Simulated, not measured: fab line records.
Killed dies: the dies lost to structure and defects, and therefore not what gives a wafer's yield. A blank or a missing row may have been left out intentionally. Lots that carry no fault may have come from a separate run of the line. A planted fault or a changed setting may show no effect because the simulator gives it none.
Which tool was responsible? :: flow nand-harc :: 11 lots with 33 wafers sampled at 7 steps, on a route of 1302 steps

== WHAT THE GAUGES READ, wafer by wafer ==
NHARC_P_STI_CD_MEAS_09: the cd target is 200 nm. Usual: cd-nm at 199.8 nm, with a standard deviation of 1.5.
lot: L789
measured: day 3 09:05
on: cd-sem-02
cd-nm (nm): 199.1 199.4 199.5
flag: 

lot: L791
measured: day 4 01:47
on: cd-sem-01
cd-nm (nm): 197.2 197.6 198.7
flag: 

lot: L793
measured: day 4 22:32
on: cd-sem-01
cd-nm (nm): 198.2 197.0 199.4
flag: 

lot: L794
measured: day 5 09:18
on: cd-sem-01
cd-nm (nm): 199.4 198.0 198.8
flag: 

lot: L797
measured: day 6 13:06
on: cd-sem-02
cd-nm (nm): 199.2 200.9 200.2
flag: 

lot: L798
measured: day 6 22:40
on: cd-sem-03
cd-nm (nm): 198.3 199.0 201.9
flag: 

lot: L800
measured: day 7 21:07
on: cd-sem-03
cd-nm (nm): 182.7 185.0 183.7
flag: OFF

lot: L802
measured: day 8 16:35
on: cd-sem-02
cd-nm (nm): 183.3 183.0 181.4
flag: OFF

lot: L807
measured: day 10 18:45
on: cd-sem-01
cd-nm (nm): 197.8 196.4 201.3
flag: 

lot: L809
measured: day 11 15:51
on: cd-sem-03
cd-nm (nm): 202.0 201.3 200.5
flag: 

lot: L810
measured: day 12 00:26
on: cd-sem-03
cd-nm (nm): 198.4 199.0 200.6
flag: 

NHARC_P_STI_OCD_MEAS_17. Usual: trench-depth-nm 300 nm, standard deviation 3.6; trench-foot-cd-nm 157.8 nm, standard deviation 1.6.
lot: L789
measured: day 3 09:55
on: ocd-02
trench-depth-nm (nm): 307 305 306
trench-foot-cd-nm (nm): 156.5 156.8 156.5
flag: 

lot: L791
measured: day 4 02:36
on: ocd-02
trench-depth-nm (nm): 297 301 304
trench-foot-cd-nm (nm): 156.4 155.6 156.2
flag: 

lot: L793
measured: day 4 23:19
on: ocd-01
trench-depth-nm (nm): 303 298 304
trench-foot-cd-nm (nm): 155.5 154.8 156.6
flag: 

lot: L794
measured: day 5 10:09
on: ocd-01
trench-depth-nm (nm): 298 304 306
trench-foot-cd-nm (nm): 157.7 154.9 156.5
flag: 

lot: L797
measured: day 6 13:53
on: ocd-02
trench-depth-nm (nm): 294 298 297
trench-foot-cd-nm (nm): 158.7 158.7 158.7
flag: 

lot: L798
measured: day 6 23:28
on: ocd-02
trench-depth-nm (nm): 303 298 295
trench-foot-cd-nm (nm): 156.3 157.4 160.7
flag: 

lot: L800
measured: day 7 21:55
on: ocd-02
trench-depth-nm (nm): 297 297 301
trench-foot-cd-nm (nm): 140.9 143.3 142.0
flag: OFF

lot: L802
measured: day 8 17:22
on: ocd-02
trench-depth-nm (nm): 294 299 301
trench-foot-cd-nm (nm): 142.3 141.1 139.1
flag: OFF

lot: L807
measured: day 10 19:34
on: ocd-01
trench-depth-nm (nm): 296 295 298
trench-foot-cd-nm (nm): 156.7 154.6 159.0
flag: 

lot: L809
measured: day 11 16:38
on: ocd-01
trench-depth-nm (nm): 302 302 299
trench-foot-cd-nm (nm): 160.5 159.2 159.0
flag: 

lot: L810
measured: day 12 01:13
on: ocd-02
trench-depth-nm (nm): 301 305 300
trench-foot-cd-nm (nm): 156.7 156.3 159.0
flag: 

NHARC_P_GATE_CD_MEAS_33. Usual: cd-nm at 120.5 nm, with a standard deviation of 1.6.
lot: L789
measured: day 5 20:43
on: cd-sem-02
cd-nm (nm): 122.5 121.7 121.4
flag: 

lot: L791
measured: day 6 11:20
on: cd-sem-01
cd-nm (nm): 120.9 123.4 122.7
flag: 

lot: L793
measured: day 7 06:08
on: cd-sem-03
cd-nm (nm): 119.3 119.7 120.4
flag: 

lot: L794
measured: day 7 18:25
on: cd-sem-02
cd-nm (nm): 120.0 120.1 121.7
flag: 

lot: L797
measured: day 8 21:03
on: cd-sem-01
cd-nm (nm): 118.8 118.6 116.6
flag: 

lot: L798
measured: day 9 14:52
on: cd-sem-01
cd-nm (nm): 117.6 119.8 124.0
flag: 

lot: L800
measured: day 10 06:15
on: cd-sem-02
cd-nm (nm): 120.0 122.5 120.8
flag: 

lot: L802
measured: day 11 06:49
on: cd-sem-02
cd-nm (nm): 119.8 119.4 121.2
flag: 

lot: L807
measured: day 12 21:34
on: cd-sem-03
cd-nm (nm): 120.3 122.1 119.9
flag: 

lot: L809
measured: day 14 05:04
on: cd-sem-01
cd-nm (nm): 121.6 119.9 118.4
flag: 

lot: L810
measured: day 14 10:01
on: cd-sem-03
cd-nm (nm): 118.5 118.9 118.7
flag: 

NHARC_END_SORT_01. Usual: killed-at-array 52, standard deviation 20; killed-at-other 1.0, standard deviation 1.3; killed-at-periphery 3.7, standard deviation 2.2; killed-dies 57, standard deviation 20; killed-open 3.2, standard deviation 1.6; killed-short 2.4, standard deviation 1.6.
lot: L800
measured: day 29 10:06
on: prober-02
killed-at-array: 31 28
killed-at-other: 1 0
killed-at-periphery: 8 3
killed-dies: 40 31
killed-open: 3 9
killed-short: 2 0
flag: 

lot: L802
measured: day 30 17:19
on: prober-02
killed-at-array: 25 33 29
killed-at-other: 0 0 0
killed-at-periphery: 3 13 6
killed-dies: 28 46 35
killed-open: 1 4 4
killed-short: 0 4 2
flag: 

== TOOL THAT RAN EACH LOT (tool first, then ch and the chambers of the sampled wafers, then the start) ==
lot: L789
NHARC_P_STI_SOFTBAKE_04: litho-track-05 ch 0, day 3 08:00
NHARC_P_GATE_STRIP_108: rie-diel-05 ch 0,1,2, day 5 20:34
NHARC_P_GATE_STRIP_101: rie-diel-06 ch 1,2,3, day 6 09:07

lot: L791
NHARC_P_STI_SOFTBAKE_04: litho-track-03 ch 0, day 4 01:00
NHARC_P_GATE_STRIP_108: rie-diel-03 ch 1,3, day 6 11:08
NHARC_P_GATE_STRIP_101: rie-diel-05 ch 1,3, day 6 21:26

lot: L793
NHARC_P_STI_SOFTBAKE_04: litho-track-03 ch 0, day 4 22:00
NHARC_P_GATE_STRIP_108: rie-diel-06 ch 1,2,3, day 7 05:59
NHARC_P_GATE_STRIP_101: rie-diel-05 ch 1,2,3, day 7 18:22

lot: L794
NHARC_P_STI_SOFTBAKE_04: litho-track-05 ch 0, day 5 08:00
NHARC_P_GATE_STRIP_108: rie-diel-06 ch 0,2,3, day 7 18:14
NHARC_P_GATE_STRIP_101: rie-diel-06 ch 0,2,3, day 8 04:22

lot: L797
NHARC_P_STI_SOFTBAKE_04: litho-track-05 ch 0, day 6 12:00
NHARC_P_GATE_STRIP_108: rie-diel-06 ch 2,3, day 8 20:52
NHARC_P_GATE_STRIP_101: rie-diel-06 ch 0,2,3, day 9 09:23

lot: L798
NHARC_P_STI_SOFTBAKE_04: litho-track-03 ch 0, day 6 22:00
NHARC_P_GATE_STRIP_108: rie-diel-05 ch 1,2,3, day 9 14:41
NHARC_P_GATE_STRIP_101: rie-diel-05 ch 0,3, day 10 00:56

lot: L800
NHARC_P_STI_SOFTBAKE_04: litho-track-03 ch 0, day 7 20:00
NHARC_P_GATE_STRIP_108: rie-diel-05 ch 0,1,3, day 10 06:04
NHARC_P_GATE_STRIP_101: rie-diel-03 ch 1,2,3, day 10 16:19

lot: L802
NHARC_P_STI_SOFTBAKE_04: litho-track-03 ch 0, day 8 16:00
NHARC_P_GATE_STRIP_108: rie-diel-05 ch 1,3, day 11 06:38
NHARC_P_GATE_STRIP_101: rie-diel-03 ch 1,2,3, day 11 16:51

lot: L807
NHARC_P_STI_SOFTBAKE_04: litho-track-05 ch 0, day 10 18:00
NHARC_P_GATE_STRIP_108: rie-diel-06 ch 0,1,3, day 12 21:24
NHARC_P_GATE_STRIP_101: rie-diel-03 ch 1,2,3, day 13 07:40

lot: L809
NHARC_P_STI_SOFTBAKE_04: litho-track-05 ch 0, day 11 15:00
NHARC_P_GATE_STRIP_108: rie-diel-06 ch 0,1,3, day 14 04:56
NHARC_P_GATE_STRIP_101: rie-diel-03 ch 1,2,3, day 14 15:03

lot: L810
NHARC_P_STI_SOFTBAKE_04: litho-track-05 ch 0, day 12 00:00
NHARC_P_GATE_STRIP_108: rie-diel-05 ch 1,3, day 14 09:50
NHARC_P_GATE_STRIP_101: rie-diel-05 ch 1,2,3, day 14 20:08
- NHARC_P_STI_SOFTBAKE_04: time 70 s.
- NHARC_P_GATE_STRIP_108: strips in O2.
- NHARC_P_GATE_STRIP_101: strips in O2, time 20 s.

== AS READ BY THE TOOLS THEMSELVES (means over the sampled wafers that have a number; for cases with no such wafer, the mark the record gives instead) ==
NHARC_P_STI_SOFTBAKE_04. Usual: heater-power-total-W at 201.0 W, with a standard deviation of 1.4.
lot: L789
tool: litho-track-05
heater-power-total-W (W): 199.3
flag: 

lot: L791
tool: litho-track-03
heater-power-total-W (W): 201.3
flag: 

lot: L793
tool: litho-track-03
heater-power-total-W (W): 201.4
flag: 

lot: L794
tool: litho-track-05
heater-power-total-W (W): 201.0
flag: 

lot: L797
tool: litho-track-05
heater-power-total-W (W): 199.3
flag: 

lot: L798
tool: litho-track-03
heater-power-total-W (W): 200.6
flag: 

lot: L800
tool: litho-track-03
heater-power-total-W (W): 180.9
flag: OFF

lot: L802
tool: litho-track-03
heater-power-total-W (W): 180.8
flag: OFF

lot: L807
tool: litho-track-05
heater-power-total-W (W): 201.3
flag: 

lot: L809
tool: litho-track-05
heater-power-total-W (W): 202.0
flag: 

lot: L810
tool: litho-track-05
heater-power-total-W (W): 201.0
flag: 

NHARC_P_GATE_STRIP_108. Usual: drypump-motor-current-A 5.7 A, standard deviation 0.4; oes-product-au 1.001 a.u., standard deviation 0.0086; rf-vpp-V 57.7 V, standard deviation 0.89; showerhead-plenum-p-Torr 3.51 Torr, standard deviation 0.17; throttle-valve-pct 17.037 %, standard deviation 0.0099.
lot: L789
tool: rie-diel-05
drypump-motor-current-A (A): 5.4
oes-product-au (a.u.): 1.008
rf-vpp-V (V): 58.8
showerhead-plenum-p-Torr (Torr): 3.68
throttle-valve-pct (%): 17.038
flag: 

lot: L791
tool: rie-diel-03
drypump-motor-current-A (A): 5.7
oes-product-au (a.u.): 0.995
rf-vpp-V (V): 57.3
showerhead-plenum-p-Torr (Torr): 3.43
throttle-valve-pct (%): 17.041
flag: 

lot: L793
tool: rie-diel-06
drypump-motor-current-A (A): 5.6
oes-product-au (a.u.): 1.006
rf-vpp-V (V): 57.0
showerhead-plenum-p-Torr (Torr): 3.57
throttle-valve-pct (%): 17.035
flag: 

lot: L794
tool: rie-diel-06
drypump-motor-current-A (A): 5.6
oes-product-au (a.u.): 0.994
rf-vpp-V (V): 57.5
showerhead-plenum-p-Torr (Torr): 3.42
throttle-valve-pct (%): 17.034
flag: 

lot: L797
tool: rie-diel-06
drypump-motor-current-A (A): 5.4
oes-product-au (a.u.): 0.989
rf-vpp-V (V): 57.5
showerhead-plenum-p-Torr (Torr): 3.42
throttle-valve-pct (%): 17.046
flag: 

lot: L798
tool: rie-diel-05
drypump-motor-current-A (A): 5.8
oes-product-au (a.u.): 0.999
rf-vpp-V (V): 57.7
showerhead-plenum-p-Torr (Torr): 3.53
throttle-valve-pct (%): 17.035
flag: 

lot: L800
tool: rie-diel-05
drypump-motor-current-A (A): 5.5
oes-product-au (a.u.): 0.999
rf-vpp-V (V): 57.6
showerhead-plenum-p-Torr (Torr): 3.53
throttle-valve-pct (%): 17.038
flag: 

lot: L802
tool: rie-diel-05
drypump-motor-current-A (A): 5.6
oes-product-au (a.u.): 1.004
rf-vpp-V (V): 57.0
showerhead-plenum-p-Torr (Torr): 3.47
throttle-valve-pct (%): 17.037
flag: 

lot: L807
tool: rie-diel-06
drypump-motor-current-A (A): 5.8
oes-product-au (a.u.): 0.999
rf-vpp-V (V): 57.4
showerhead-plenum-p-Torr (Torr): 3.57
throttle-valve-pct (%): 17.027
flag: 

lot: L809
tool: rie-diel-06
drypump-motor-current-A (A): 5.8
oes-product-au (a.u.): 0.998
rf-vpp-V (V): 58.5
showerhead-plenum-p-Torr (Torr): 3.57
throttle-valve-pct (%): 17.029
flag: 

lot: L810
tool: rie-diel-05
drypump-motor-current-A (A): 5.8
oes-product-au (a.u.): 1.000
rf-vpp-V (V): 57.3
showerhead-plenum-p-Torr (Torr): 3.39
throttle-valve-pct (%): 17.031
flag: 

NHARC_P_GATE_STRIP_101. Usual: drypump-motor-current-A 5.7 A, standard deviation 0.41; oes-product-au 1.001 a.u., standard deviation 0.0072; rf-vpp-V 57.8 V, standard deviation 0.91; showerhead-plenum-p-Torr 3.49 Torr, standard deviation 0.17; throttle-valve-pct 17.036 %, standard deviation 0.0089.
lot: L789
tool: rie-diel-06
drypump-motor-current-A (A): 5.7
oes-product-au (a.u.): 1.006
rf-vpp-V (V): 58.2
showerhead-plenum-p-Torr (Torr): 3.57
throttle-valve-pct (%): 17.029
flag: 

lot: L791
tool: rie-diel-05
drypump-motor-current-A (A): 5.8
oes-product-au (a.u.): 1.003
rf-vpp-V (V): 57.4
showerhead-plenum-p-Torr (Torr): 3.39
throttle-valve-pct (%): 17.036
flag: 

lot: L793
tool: rie-diel-05
drypump-motor-current-A (A): 5.7
oes-product-au (a.u.): 1.004
rf-vpp-V (V): 58.3
showerhead-plenum-p-Torr (Torr): 3.53
throttle-valve-pct (%): 17.032
flag: 

lot: L794
tool: rie-diel-06
drypump-motor-current-A (A): 5.6
oes-product-au (a.u.): 1.006
rf-vpp-V (V): 57.4
showerhead-plenum-p-Torr (Torr): 3.42
throttle-valve-pct (%): 17.036
flag: 

lot: L797
tool: rie-diel-06
drypump-motor-current-A (A): 5.5
oes-product-au (a.u.): 1.001
rf-vpp-V (V): 57.3
showerhead-plenum-p-Torr (Torr): 3.42
throttle-valve-pct (%): 17.043
flag: 

lot: L798
tool: rie-diel-05
drypump-motor-current-A (A): 5.7
oes-product-au (a.u.): 0.996
rf-vpp-V (V): 58.8
showerhead-plenum-p-Torr (Torr): 3.44
throttle-valve-pct (%): 17.036
flag: 

lot: L800
tool: rie-diel-03
drypump-motor-current-A (A): 5.8
oes-product-au (a.u.): 0.996
rf-vpp-V (V): 57.6
showerhead-plenum-p-Torr (Torr): 3.40
throttle-valve-pct (%): 17.034
flag: 

lot: L802
tool: rie-diel-03
drypump-motor-current-A (A): 5.8
oes-product-au (a.u.): 1.002
rf-vpp-V (V): 57.0
showerhead-plenum-p-Torr (Torr): 3.40
throttle-valve-pct (%): 17.032
flag: 

lot: L807
tool: rie-diel-03
drypump-motor-current-A (A): 5.8
oes-product-au (a.u.): 1.004
rf-vpp-V (V): 58.3
showerhead-plenum-p-Torr (Torr): 3.39
throttle-valve-pct (%): 17.037
flag: 

lot: L809
tool: rie-diel-03
drypump-motor-current-A (A): 5.8
oes-product-au (a.u.): 1.004
rf-vpp-V (V): 57.1
showerhead-plenum-p-Torr (Torr): 3.39
throttle-valve-pct (%): 17.033
flag: 

lot: L810
tool: rie-diel-05
drypump-motor-current-A (A): 5.8
oes-product-au (a.u.): 1.005
rf-vpp-V (V): 57.9
showerhead-plenum-p-Torr (Torr): 3.53
throttle-valve-pct (%): 17.044
flag: 

== THE ANSWER, worked out from the rows above alone ==
Rule: a lot is off if the mean of its wafers that have a number lies more than 3 standard deviations from the usual mean. A lot without any number at a reading at which 4 lots or more have one is off too. Any other lot the step has rows for is counted as sound. Order of review: gauges by route order, followed by the tools' own readings, for which a lot's mean as printed above is used. The first step at which some lot is off is used, and at that step the reading that is off furthest; a lot without a number counts as furthest.
Off, at NHARC_P_STI_CD_MEAS_09 on cd-nm: L800, L802.
If a tool, at a process step before that reading, ran all the lots that are off and no sound lot after the first of them, it fits. The gauges at NHARC_P_STI_CD_MEAS_09 aren't tried: what is off there is off at NHARC_P_STI_OCD_MEAS_17 too, on other tools, and a gauge's error can't cause that. One fits: NHARC_P_STI_SOFTBAKE_04 on litho-track-03. Its last sound lot is L798 (day 6 22:00), its first lot that is off L800 (day 7 20:00): a fault that began between those two fits.
On the lots that are off, the tool's own readings at NHARC_P_STI_SOFTBAKE_04 differ by more than 5 times the standard deviation of the sound lots' means, which bears it out; heater-power-total-W reads 180.9 W there versus 200.8 W on the sound lots.

== WHAT THE SIMULATOR PUT IN ==
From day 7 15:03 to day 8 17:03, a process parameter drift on litho-track-03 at NHARC_P_STI_SOFTBAKE_04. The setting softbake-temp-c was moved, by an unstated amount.
Struck lots among those shown: L800, L802. The rule above reached the same finding.
